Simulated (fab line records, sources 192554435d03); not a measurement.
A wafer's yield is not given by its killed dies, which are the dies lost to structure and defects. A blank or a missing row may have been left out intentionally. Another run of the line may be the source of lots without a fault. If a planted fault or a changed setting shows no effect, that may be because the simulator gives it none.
A struck lot beside a sound one :: flow n5Finfet :: 19 steps out of a route of 1938
Sound: the wafers L431.2, L431.3, L431.6. Struck: wafer L437.5. (L437.4, L437.6 of the same lot were not struck and are left out.) The cause comes at the end.
Per side, at each step with rows, come the tool, then ch with its chambers, and then its first start. Under that, the readings that differ: sound wafers :: struck wafers :: difference of the means :: sigmas: that difference in standard deviations of wafers without a fault.
alike: readings with means less than 2 such deviations apart, plus words and numbers identical on both sides. not compared: withheld readings, readings lacking a value on some wafer, bounds such as >300 that could conceal the same value, and numbers that have no deviation in the record and whose values overlap.
Wherever a step has rows on one side only, a row that says differs or no value, or a row with sigmas, the two part there. Numbers that have no deviation but don't overlap get no sigmas and don't part them. Lack of a reading on every wafer of one side parts them only where that side has two or more wafers.

N5_BEOL_M1_INSPECT_30: inspects for defects (brightfield).
  struck on defectInspect-02, day 8 09:01; sound on defectInspect-01, day 7 01:26
  alike: rawDefectCount
then, 3 steps without rows for these wafers: N5_BEOL_M1_DESCUM_33 (chemistry O2, time 7 s); N5_BEOL_M1_ETCH_77 (etches underlayer in N2/H2, target depth 6.5 nm, time 5.2 s); N5_BEOL_M1_ETCH_69 (etches SiARC in CF4, target depth 15.6 nm, time 26 s).
N5_BEOL_M1_ALD_98: deposits SiO2, target thk 2.5 nm, pulse time 1 s, co reactant pulse time 1 s.
  sound on aldSin-04 ch 0,1, day 7 01:40; struck on aldSin-02 ch 1, day 8 09:11
  alike: heaterPowerW, precursorPulseHeightRel
N5_BEOL_M1_ETCHBACK_99: etches SiO2 in CHF3, target depth 5 nm, time 10.4 s.
  sound on rieDiel-02 ch 1,3, day 7 01:47; struck on rieDiel-02 ch 2, day 8 11:14
reading: rfFwdPowerW (W)
sound: 211.4 214.0 213.0
struck: 211.0
difference: -1.8
sigmas: -2
  alike: drypumpMotorCurrentA, oesProductAu, rfVppV, showerheadPlenumPTorr, throttleValvePct
  not compared: rfHoursCounterH
N5_BEOL_M1_ETCH_70: etches SOC in N2/H2, target depth 80 nm, overetch 16 nm, time 120 s.
  sound on rieDiel-02 ch 1,3, day 7 01:50; struck on rieDiel-02 ch 2, day 8 11:17
reading: rfFwdPowerW (W)
sound: 838.7 837.5 835.5
struck: 831.9
difference: -5.3
sigmas: -2

reading: throttleValvePct (%)
sound: 18.19 17.85 17.85
struck: 17.35
difference: -0.61
sigmas: -2
  alike: drypumpMotorCurrentA, oesProductAu, rfVppV, showerheadPlenumPTorr
  not compared: rfHoursCounterH
then, 2 steps without rows for these wafers: N5_BEOL_M1_STRIP_71 (strips in N2/H2); N5_BEOL_M1_STRIP_78 (strips in N2/H2).
N5_BEOL_M1_VIA_ETCH_34: etches the open film in C4F6/O2, target depth 67.8 nm, time 64.4 s.
  sound on rieDiel-02 ch 1,3, day 7 01:56; struck on rieDiel-02 ch 2, day 8 11:23
  alike: drypumpMotorCurrentA, oesProductAu, rfFwdPowerW, rfVppV, showerheadPlenumPTorr, throttleValvePct
  not compared: rfHoursCounterH
then, 1 step without rows for these wafers: N5_BEOL_M1_STRIP_83 (strips in C4F6/O2).
N5_BEOL_M1_STRIP_36: strips in N2/H2.
  sound on rieDiel-02 ch 1,3, day 7 01:59; struck on rieDiel-02 ch 2, day 8 11:26
reading: rfVppV (V)
sound: 60.9 60.1 59.0
struck: 56.8
difference: -3.2
sigmas: -2
  alike: drypumpMotorCurrentA, oesProductAu, showerheadPlenumPTorr, throttleValvePct
  not compared: rfHoursCounterH
N5_BEOL_M1_TRENCH_ETCH_37: etches SiOC in C4F6/O2, target depth 55.207 nm, time 29 s.
  sound on rieDiel-02 ch 1,3, day 7 02:02; struck on rieDiel-02 ch 2, day 8 11:29
reading: rfVppV (V)
sound: 668 713 713
struck: 655
difference: -43
sigmas: -2

reading: model.BEOL_M1.featureDepthNm (nm)
sound: 55.6 55.2 55.2
struck: 46.6
difference: -8.7
sigmas: 

reading: model.etch.depthNm (nm)
sound: 55.64 55.11 55.23
struck: 46.69
difference: -8.64
sigmas: 
  alike: drypumpMotorCurrentA, oesProductAu, rfFwdPowerW, showerheadPlenumPTorr, throttleValvePct
  not compared: rfHoursCounterH
then, 2 steps without rows for these wafers: N5_BEOL_M1_ETCH_41 (etches SiCN in CH3F/O2, target depth 31.9 nm, time 57.8 s); N5_BEOL_M1_STRIP_97 (strips in N2/H2, time 10 s).
N5_BEOL_M1_OCD_MEAS_38:
  struck on ocd-02, day 8 11:38; sound on ocd-02, day 7 02:11
reading: trenchDepthNm (nm)
sound: 55.5 54.9 55.6
struck: 46.6
difference: -8.7
sigmas: -7
then, 1 step without rows for these wafers: N5_BEOL_M1_HM_STRIP_39 (strips TiN in peroxide tin strip, target depth 25 nm, time 158 s).
N5_BEOL_M4_RC_MEAS_101:
  sound on prober-01 ch 0, day 8 20:35; struck on prober-01 ch 0, day 10 09:53
  alike: DIBL_N, DIBL_P, IOFF_N, IOFF_P, ION_N, ION_P, SS_N, SS_P, VT_N, VT_P
-- a jump in the record: the struck wafers' starts before and after are 4 days apart (it breaks off in module BEOL_M4 and resumes in module PASSIVATION, where the first step shown is number 1936 of the route) --
N5_PASSIVATION_PROBE_49:
  struck on prober-01, day 14 08:52; sound on prober-01, day 13 13:28
  alike: defectLimitedYield, killed_at_M0_to_M3, killed_at_M4_up, killedAtContacts, killedAtFrontEnd, killedAtOther, killedDies, killedOpen, killedShort, sort_bin_4_leakage, sort_bin_5_function, sort_bin_6_memory, sort_bin_8_speed, sortNPass, sortYieldPct

## WHERE THEY PART
Last at N5_BEOL_M1_OCD_MEAS_38 as far as this record goes, first at N5_BEOL_M1_ETCHBACK_99. Later steps at which nothing parts them and some readings are alike: N5_BEOL_M4_RC_MEAS_101, N5_PASSIVATION_PROBE_49.

WHY: what had been put in by the simulator
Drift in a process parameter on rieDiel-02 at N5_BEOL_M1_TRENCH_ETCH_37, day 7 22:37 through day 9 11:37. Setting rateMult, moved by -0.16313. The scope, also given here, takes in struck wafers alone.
